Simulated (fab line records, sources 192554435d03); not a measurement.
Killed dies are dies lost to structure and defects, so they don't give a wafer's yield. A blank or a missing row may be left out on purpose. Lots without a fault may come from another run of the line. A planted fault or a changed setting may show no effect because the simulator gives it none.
Problem report in the 8D (eight disciplines) form, filled by code | flow n5_finfet | the parts of the form that need people (team, actions taken, sign-off) are left out

1. THE PROBLEM
trench_depth_nm at N5_STI_FIN_REVEAL_FIN_H_MEAS_10 reads a mean of 35.3 nm on 3 wafers of 2 lots; wafers without a fault read 51.9 nm with a standard deviation of 0.72. That is -23 standard deviations from the usual mean.
First seen on wafer L172.1, day 3 19:31, on ocd-01. The record holds 34 wafers of 12 lots with a number at this step. Rule for "out", or "out of limits": more than 4 standard deviations from the usual mean. The other wafers with a number count as sound.

2. WHAT IT IS AND WHAT IT IS NOT
question                    | is                     | is not
which readings at this step | trench_depth_nm        | -
which lots                  | L172, L174             | L168, L169, L180, L181, L183, L185, L186, L187, L188, L189
which wafers of those lots  | L172.1, L174.1, L174.3 | L172.6
read on which gauges        | ocd-01, ocd-02         | -
when                        | from day 3 19:31       | up to then (7 sound wafers); but 24 sound wafers of L180, L181, L183, L185, L186, L187, L188, L189 came after

3. SUSPECTS, AND WHAT RULES EACH OUT
Counting: a tool at a process step up to the reading stays a suspect if it ran every lot that is out. Sound lots after the first of them don't rule it out here, since some wafers of a struck lot are sound.
- the gauge at N5_STI_FIN_REVEAL_FIN_H_MEAS_10: ruled out. The wafers that are out were read on 2 gauges (ocd-01, ocd-02).
- vapor_etch-02 at N5_STI_FIN_REVEAL_RECESS_09 (chemistry HF/NH3, target SiO2, afs cycles 11, target depth 42.5 nm, sublimation time 60 s): kept. It ran every lot that is out, first L172 (day 3 16:17).
Left after counting: vapor_etch-02 at N5_STI_FIN_REVEAL_RECESS_09.

4. THE CAUSE (what the simulator had put in)
Process parameter drift: vapor_etch-02, from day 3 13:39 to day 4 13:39, at N5_STI_FIN_REVEAL_RECESS_09. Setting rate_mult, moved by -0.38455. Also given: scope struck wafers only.
Counting left only this tool.

5. THE CHAIN OF EFFECTS, in route order
Each row: a reading whose mean over the struck wafers that have a number lies more than 3 standard deviations from the usual. Only readings for which the record gives a usual standard deviation are gone through. hours: the time from each lot's start at the first step in this table that gives one to its start at this step, as a median over the lots. sigmas: the change in usual standard deviations.
hours | step                            | reading         | usual   | on struck wafers | change | sigmas
0     | N5_STI_FIN_REVEAL_FIN_H_MEAS_10 | trench_depth_nm | 51.9 nm | 35.3             | -16.6  | -23

6. WHAT WOULD HAVE CAUGHT IT SOONER
In this record the first reading out of limits at a measuring or inspecting step was taken at day 3 19:31, 6 hours after the fault began at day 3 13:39.
Of the tool readings at N5_STI_FIN_REVEAL_RECESS_09 for which the record gives a usual standard deviation, none was out on any struck wafer, so an alarm limit of 4 standard deviations on them would not have fired.
Of the lots that are out (2), L174 began N5_STI_FIN_REVEAL_RECESS_09 on vapor_etch-02 after day 3 19:31. A hold on the tool at that time would have spared it.
